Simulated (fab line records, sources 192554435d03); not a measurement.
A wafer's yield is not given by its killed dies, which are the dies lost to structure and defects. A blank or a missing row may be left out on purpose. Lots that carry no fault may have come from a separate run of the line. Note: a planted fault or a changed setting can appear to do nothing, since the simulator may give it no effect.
Matching of chambers	flow n5Finfet	pecvd-02 running N5_BEOL_M15_ILD_DEP_00: 3 sister chambers
The step deposits SiO2 from TEOS/O2, target thk 1629.3 nm, time 346.1 s. 6 wafers are shown with their chamber, then 7 later ones without.

EACH WAFER AND ITS CHAMBER
wafer	chamber	throttleValvePct (%)	showerheadPlenumPTorr (Torr)
L748.2	0	20.5	8.28
L751.1	2	17.2	8.36
L751.5	1	19.9	8.35
L751.6	2	17.4	8.39
L753.2	1	19.9	8.33
L753.4	0	20.7	8.28

WAFERS MISSING THEIR CHAMBER
wafer	throttleValvePct (%)	showerheadPlenumPTorr (Torr)
L753.5	19.8	8.34
L754.1	17.4	8.36
L754.3	19.8	8.33
L754.6	17.5	8.34
L755.3	19.9	8.31
L755.4	17.6	8.38
L755.6	19.9	8.32

EACH ONE'S CHAMBER
wafer	from the rows above	in truth
L753.5	1	1
L754.1	2	2
L754.3	1	1
L754.6	2	2
L755.3	1	1
L755.4	2	2
L755.6	1	1
Placed correctly: 7 of 7. From these rows, 0 cannot be placed. Wrongly placed: 0.
How it was worked out, from the rows above alone: a wafer's distance from a chamber is the root of the sum, over the readings, of the square of ((its reading less the chamber's mean) divided by the reading's scatter). If the next closest chamber is less than 2 further off than the closest, the wafer can't be placed; otherwise it belongs to the closest. Each chamber's mean is taken over the wafers shown for it. The scatter: take each reading less its chamber's mean, square it, sum over the shown wafers, divide by the number of wafers less the number of chambers, and take the root.
